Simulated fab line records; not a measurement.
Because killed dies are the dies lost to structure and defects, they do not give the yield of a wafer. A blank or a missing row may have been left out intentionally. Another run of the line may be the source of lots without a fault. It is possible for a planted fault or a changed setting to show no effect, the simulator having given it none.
Code-filled problem report in 8D (eight disciplines) form    flow nandHarc    the parts of the form that need people (team, actions taken, sign-off) are left out

## 1. WHAT IS WRONG
A mean of 79.0 s is read at NHARC_A_CONTACT_ETCH_92 for runLengthS, taken on 1 wafer of 1 lot, against 107.0 s (standard deviation 0.44) on wafers free of any fault. Relative to the usual mean, that is a shift of -64 standard deviations.
The step: etches the open film in CH3F/O2, target depth 40 nm, time 85.7 s.
First seen on wafer L256.5, day 32 21:10, on rieDiel-03. The record holds 35 wafers of 12 lots with a number at this step. By rule, "out" or "out of limits" means more than 4 standard deviations away from the usual mean. All remaining wafers that have a number are taken as sound.

## 2. WHAT IT IS AND WHAT IT IS NOT
question                     is                 is not
which readings at this step  runLengthS         drypumpMotorCurrentA, oesProductAu, rfVppV, showerheadPlenumPTorr, throttleValvePct
which lots                   L256               L235, L236, L237, L238, L239, L240, L241, L243, L244, L247, L254
which wafers of those lots   L256.5             L256.4
read on which tools          rieDiel-03         rieDiel-09, rieDiel-13
when                         from day 32 21:10  up to then (34 sound wafers)

## 3. THE SUSPECTS, EACH WITH WHAT RULES IT OUT
Counting: any tool at a process step up to the reading remains a suspect provided it ran every lot that is out. Sound lots after the first of them don't rule it out here, since some wafers of a struck lot are sound.
- rieDiel-03 at NHARC_A_CONTACT_STRIP_82 (strips in O2): kept. It ran the lot that is out, L256 (day 32 15:15); its last sound lot up to then is L247 (day 28 12:34). Because NHARC_A_CONTACT_STRIP_82 lacks a start for some lots, the hours and order of its lots are taken from NHARC_A_CONTACT_DEP_84.
- aclDep-03 at NHARC_A_CONTACT_DEP_84 (deposits aC, target thk 2800 nm): kept. It ran the lot that is out, L256 (day 32 15:15); its last sound lot up to then is L243 (day 26 09:16).
- harCapEtch-01 at NHARC_A_CONTACT_ETCH_138 (etches the open film in C4F8/O2/Ar, time 311 s, target depth 1914 nm): kept. It ran the lot that is out, L256 (day 32 20:24); its last sound lot up to then is L254 (day 31 03:56).
- rieDiel-03 at NHARC_A_CONTACT_ETCH_92 (etches the open film in CH3F/O2, target depth 40 nm, time 85.7 s): kept. It ran the lot that is out, L256 (day 32 21:10); its last sound lot up to then is L254 (day 31 04:42). Out on those wafers are its own readings of runLengthS.
- The sound lot-mates ran in chamber 0 of rieDiel-03 at NHARC_A_CONTACT_STRIP_82, but the wafers that are out ran in chamber 3.
- The sound lot-mates ran in chamber 0 of harCapEtch-01 at NHARC_A_CONTACT_ETCH_138, but the wafers that are out ran in chamber 1.
- The sound lot-mates ran in chamber 0 of rieDiel-03 at NHARC_A_CONTACT_ETCH_92, but the wafers that are out ran in chamber 3.
Left after counting: rieDiel-03 at NHARC_A_CONTACT_STRIP_82, aclDep-03 at NHARC_A_CONTACT_DEP_84, harCapEtch-01 at NHARC_A_CONTACT_ETCH_138, rieDiel-03 at NHARC_A_CONTACT_ETCH_92.

## 4. THE CAUSE (what the simulator had put in)
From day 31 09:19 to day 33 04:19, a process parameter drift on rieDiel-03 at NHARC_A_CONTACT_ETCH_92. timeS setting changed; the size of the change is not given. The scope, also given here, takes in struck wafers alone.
Of the 4 suspects that counting leaves, this tool is one.

## 5. SEQUENCE OF EFFECTS, ordered by route
Each row: a reading whose mean over the struck wafers that have a number lies more than 3 standard deviations from the usual. Only readings whose record carries a usual standard deviation are examined. hours: median over the lots of the time between each lot's start at the first step of this table that gives one and its start at this step. sigmas: the change, counted in usual standard deviations.
hours  step                     reading     usual    on struck wafers  change  sigmas
0      NHARC_A_CONTACT_ETCH_92  runLengthS  107.0 s  79.0              -28.0   -64
Here are the process steps it includes:
- NHARC_A_CONTACT_ETCH_92: etches the open film in CH3F/O2, target depth 40 nm, time 85.7 s.

## 6. HOW IT WOULD HAVE BEEN CAUGHT EARLIER
In this record no reading fell out of limits until day 32 21:10, 36 hours after the fault had begun at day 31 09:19.
